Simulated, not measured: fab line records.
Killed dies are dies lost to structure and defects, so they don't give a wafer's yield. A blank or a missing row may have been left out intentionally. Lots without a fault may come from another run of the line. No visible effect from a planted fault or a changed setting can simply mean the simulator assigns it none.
Chamber matching || flow n5_finfet || N5_GATE_CUT_CMP_23 on cmp-04 has 4 sister chambers
The step polishes, stops on SiO2, t overpolish 23.4 s, target thk 16 nm. 4 wafers are shown with their chamber, then 9 later ones without.

WAFERS, EACH WITH ITS CHAMBER
{"wafer": "L084.3", "chamber": 1, "motor_current_A (A)": 9.0}
{"wafer": "L086.3", "chamber": 2, "motor_current_A (A)": 8.3}
{"wafer": "L086.5", "chamber": 0, "motor_current_A (A)": 10.5}
{"wafer": "L086.6", "chamber": 3, "motor_current_A (A)": 9.4}

WAFERS MISSING THEIR CHAMBER
{"wafer": "L093.1", "motor_current_A (A)": 9.9}
{"wafer": "L093.3", "motor_current_A (A)": 10.4}
{"wafer": "L093.5", "motor_current_A (A)": 8.9}
{"wafer": "L094.1", "motor_current_A (A)": 9.5}
{"wafer": "L094.3", "motor_current_A (A)": 8.3}
{"wafer": "L094.4", "motor_current_A (A)": 10.5}
{"wafer": "L095.3", "motor_current_A (A)": 9.7}
{"wafer": "L095.4", "motor_current_A (A)": 9.2}
{"wafer": "L095.6", "motor_current_A (A)": 10.2}

WHICH CHAMBER EACH ONE RAN IN
{"wafer": "L093.1", "from the rows above": "can't be placed: 3 or 0 or 1", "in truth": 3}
{"wafer": "L093.3", "from the rows above": 0, "in truth": 0}
{"wafer": "L093.5", "from the rows above": "can't be placed: 1 or 3", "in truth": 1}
{"wafer": "L094.1", "from the rows above": "can't be placed: 3 or 1", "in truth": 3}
{"wafer": "L094.3", "from the rows above": 2, "in truth": 2}
{"wafer": "L094.4", "from the rows above": 0, "in truth": 0}
{"wafer": "L095.3", "from the rows above": "can't be placed: 3 or 1", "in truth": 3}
{"wafer": "L095.4", "from the rows above": "can't be placed: 1 or 3", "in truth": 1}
{"wafer": "L095.6", "from the rows above": 0, "in truth": 0}
4 of 9 placed correctly. Cannot be placed on the basis of these rows: 5; the candidates contain the true chamber in 5. Number placed wrongly: 0.
How it was worked out, from the rows above alone: a wafer's distance from a chamber is the root of the sum, over the readings, of the square of ((its reading less the chamber's mean) divided by the reading's scatter). If the next closest chamber is less than 2 further off than the closest, the wafer can't be placed; otherwise it belongs to the closest. The mean given for a chamber averages the wafers shown for that chamber. The scatter: root of mean squared gap, hidden wafer to nearest shown wafer, with one shown wafer a chamber.
